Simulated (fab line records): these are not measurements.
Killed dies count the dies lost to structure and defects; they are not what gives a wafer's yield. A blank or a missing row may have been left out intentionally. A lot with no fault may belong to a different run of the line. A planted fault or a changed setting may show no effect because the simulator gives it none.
Which tool is to blame? | flow nandHarc | Sampling: 13 lots, 39 wafers, 5 of 1159 route steps

## WHAT EACH GAUGE READ, for each wafer
NHARC_A_BONDPAD_CD_MEAS_13. Usual: 500.8 nm for cdNm, sd 2.7.
lot  | measured     | on       | cdNm (nm)         | flag
L354 | day 17 17:22 | cdSem-03 | 505.5 505.7 502.3 | 
L355 | day 18 03:42 | cdSem-01 | 500.7 502.9 500.6 | 
L357 | day 18 13:43 | cdSem-01 | 500.9 500.2 497.6 | 
L358 | day 19 06:48 | cdSem-02 | 495.5 502.4 497.7 | 
L360 | day 19 14:37 | cdSem-03 | 503.5 503.8 504.0 | 
L364 | day 20 03:47 | cdSem-02 | 498.6 501.0 499.5 | 
L361 | day 20 02:46 | cdSem-03 | 498.7 498.7 500.5 | 
L363 | day 20 05:17 | cdSem-01 | 497.5 497.5 501.4 | 
L366 | day 20 16:25 | cdSem-01 | 497.9 499.8 497.2 | 
L365 | day 21 21:39 | cdSem-02 | 497.4 498.9 501.4 | 
L368 | day 21 22:20 | cdSem-01 | 502.7 502.3 501.7 | 
L374 | day 23 01:27 | cdSem-03 | 505.1 500.2 497.9 | 
L377 | day 23 17:35 | cdSem-02 | 503.1 505.6 503.4 | 

NHARC_END_SORT_01. Usual: killedAtArray 25, standard deviation 7.8; killedAtOther 0.6, standard deviation 0.81; killedAtPeriphery 3.3, standard deviation 2.2; killedDies 29, standard deviation 8.2; killedOpen 3.5, standard deviation 1.9; killedShort 1.8, standard deviation 1.3.
lot  | measured     | on        | killedAtArray | killedAtOther | killedAtPeriphery | killedDies | killedOpen | killedShort | flag
L374 | day 24 05:48 | prober-02 | 31 26 81      | 1 0 0         | 3 5 2             | 35 31 83   | 2 4 2      | 5 1 2       | 

## WHICH TOOL RAN EACH LOT (tool, then ch and the chambers of the sampled wafers, then the start)
lot  | NHARC_A_CONTACT_ETCH_30           | NHARC_A_M1_ANNEAL_31            | NHARC_A_BONDPAD_PRE_CLEAN_26
L354 | rieDiel-13 ch 0,2,3, day 16 20:46 | rtpAnneal-01 ch 0, day 17 14:08 | pvdSputter-03, no start
L355 | rieDiel-08 ch 0,3, day 17 01:41   | rtpAnneal-02 ch 0, day 18 00:25 | pvdSputter-03, no start
L357 | rieDiel-08 ch 0,3, day 17 19:23   | rtpAnneal-01 ch 0, day 18 10:34 | pvdSputter-03, no start
L358 | rieDiel-13 ch 1,2, day 18 06:18   | rtpAnneal-02 ch 0, day 19 03:32 | pvdSputter-03, no start
L360 | rieDiel-08 ch 0,2,3, day 18 17:31 | rtpAnneal-01 ch 0, day 19 11:20 | pvdSputter-02, no start
L364 | rieDiel-08 ch 0,1, day 19 03:51   | rtpAnneal-02 ch 0, day 20 00:14 | pvdSputter-02, no start
L361 | rieDiel-13 ch 0,3, day 19 06:26   | rtpAnneal-02 ch 0, day 19 23:31 | pvdSputter-01, no start
L363 | rieDiel-07 ch 0,2,3, day 19 09:22 | rtpAnneal-02 ch 0, day 20 00:53 | pvdSputter-02, no start
L366 | rieDiel-08 ch 1,3, day 19 19:41   | rtpAnneal-02 ch 0, day 20 13:08 | pvdSputter-03, no start
L365 | rieDiel-07 ch 0,1, day 20 11:19   | rtpAnneal-01 ch 0, day 21 18:26 | pvdSputter-03, no start
L368 | rieDiel-13 ch 0,1, day 20 11:43   | rtpAnneal-02 ch 0, day 21 19:01 | pvdSputter-03, no start
L374 | rieDiel-13 ch 1,2, day 22 06:29   | rtpAnneal-02 ch 0, day 22 22:12 | pvdSputter-03, day 24 05:48 or earlier
L377 | rieDiel-07 ch 2,3, day 22 14:31   | rtpAnneal-01 ch 0, day 23 14:05 | pvdSputter-03, no start
- NHARC_A_CONTACT_ETCH_30: etches the open film in CF4/CHF3, target depth 60.5 nm, time 30.2 s.
- NHARC_A_M1_ANNEAL_31: time 90 s.
- NHARC_A_BONDPAD_PRE_CLEAN_26: time 30 s.

## AS READ BY THE TOOLS THEMSELVES (means over the sampled wafers that have a number; for cases with no such wafer, the mark the record gives instead)
NHARC_A_CONTACT_ETCH_30. Usual: biasW 200.0 W, standard deviation 0.51; drypumpMotorCurrentA 5.7 A, standard deviation 0.32; oesProductAu 0.931 a.u., standard deviation 0.021; rfVppV 371.7 V, standard deviation 2.1; showerheadPlenumPTorr 1.61 Torr, standard deviation 0.059; throttleValvePct 16.802 %, standard deviation 0.01.
lot  | tool       | biasW (W) | drypumpMotorCurrentA (A) | oesProductAu (a.u.) | rfVppV (V) | showerheadPlenumPTorr (Torr) | throttleValvePct (%) | flag
L354 | rieDiel-13 | 200.5     | 5.6                      | 0.924               | 370.8      | 1.56                         | 16.807               | 
L355 | rieDiel-08 | 199.7     | 5.6                      | 0.919               | 372.2      | 1.62                         | 16.803               | 
L357 | rieDiel-08 | 200.1     | 5.6                      | 0.919               | 371.9      | 1.62                         | 16.809               | 
L358 | rieDiel-13 | 199.5     | 5.6                      | 0.935               | 370.0      | 1.55                         | 16.794               | 
L360 | rieDiel-08 | 200.2     | 5.4                      | 0.917               | 372.4      | 1.61                         | 16.803               | 
L364 | rieDiel-08 | 199.7     | 5.7                      | 0.917               | 371.2      | 1.58                         | 16.806               | 
L361 | rieDiel-13 | 199.9     | 5.8                      | 0.909               | 371.9      | 1.61                         | 16.786               | 
L363 | rieDiel-07 | 200.3     | 5.8                      | 0.929               | 372.0      | 1.64                         | 16.812               | 
L366 | rieDiel-08 | 200.1     | 5.7                      | 0.936               | 371.8      | 1.60                         | 16.795               | 
L365 | rieDiel-07 | 200.2     | 5.7                      | 0.916               | 371.2      | 1.59                         | 16.808               | 
L368 | rieDiel-13 | 200.7     | 6.0                      | 0.950               | 372.7      | 1.64                         | 16.810               | 
L374 | rieDiel-13 | 199.8     | 5.8                      | 0.916               | 370.0      | 1.54                         | 16.795               | 
L377 | rieDiel-07 | 200.0     | 5.9                      | 0.980               | 371.6      | 1.61                         | 16.802               | 

NHARC_A_M1_ANNEAL_31. Usual: 225.9 for wafer_temp_C_max, sd 0.33.
lot  | tool         | wafer_temp_C_max | flag
L354 | rtpAnneal-01 | 226.2            | 
L355 | rtpAnneal-02 | 225.6            | 
L357 | rtpAnneal-01 | 226.2            | 
L358 | rtpAnneal-02 | 225.6            | 
L360 | rtpAnneal-01 | 226.5            | 
L364 | rtpAnneal-02 | 225.8            | 
L361 | rtpAnneal-02 | 225.6            | 
L363 | rtpAnneal-02 | 225.6            | 
L366 | rtpAnneal-02 | 225.6            | 
L365 | rtpAnneal-01 | 226.0            | 
L368 | rtpAnneal-02 | 225.7            | 
L374 | rtpAnneal-02 | 225.7            | 
L377 | rtpAnneal-01 | 226.1            | 

NHARC_A_BONDPAD_PRE_CLEAN_26. Usual: 420 W for heaterPowerW, sd 36.
lot  | tool          | heaterPowerW (W) | flag
L354 | pvdSputter-03 | 427              | 
L355 | pvdSputter-03 | 434              | 
L357 | pvdSputter-03 | 436              | 
L358 | pvdSputter-03 | 441              | 
L360 | pvdSputter-02 | 414              | 
L364 | pvdSputter-02 | 413              | 
L361 | pvdSputter-01 | 423              | 
L363 | pvdSputter-02 | 442              | 
L366 | pvdSputter-03 | 450              | 
L365 | pvdSputter-03 | 444              | 
L368 | pvdSputter-03 | 434              | 
L374 | pvdSputter-03 | 444              | 
L377 | pvdSputter-03 | 443              | 

## THE ANSWER, worked out from the rows above alone
Rule: a lot is off if the mean of its wafers that have a number lies more than 3 standard deviations from the usual mean. A lot without any number at a reading at which 4 lots or more have one is off too. Any other lot the step has rows for is counted as sound. The gauges are gone through in route order, then the tools' own readings, and for those a lot's mean is taken as printed above. At the first step where some lot is off, the reading lying furthest off is the one used; lots without a number count as furthest.
None of the lots is off at any reading shown; this tells nothing.

## WHAT THE SIMULATOR PUT IN
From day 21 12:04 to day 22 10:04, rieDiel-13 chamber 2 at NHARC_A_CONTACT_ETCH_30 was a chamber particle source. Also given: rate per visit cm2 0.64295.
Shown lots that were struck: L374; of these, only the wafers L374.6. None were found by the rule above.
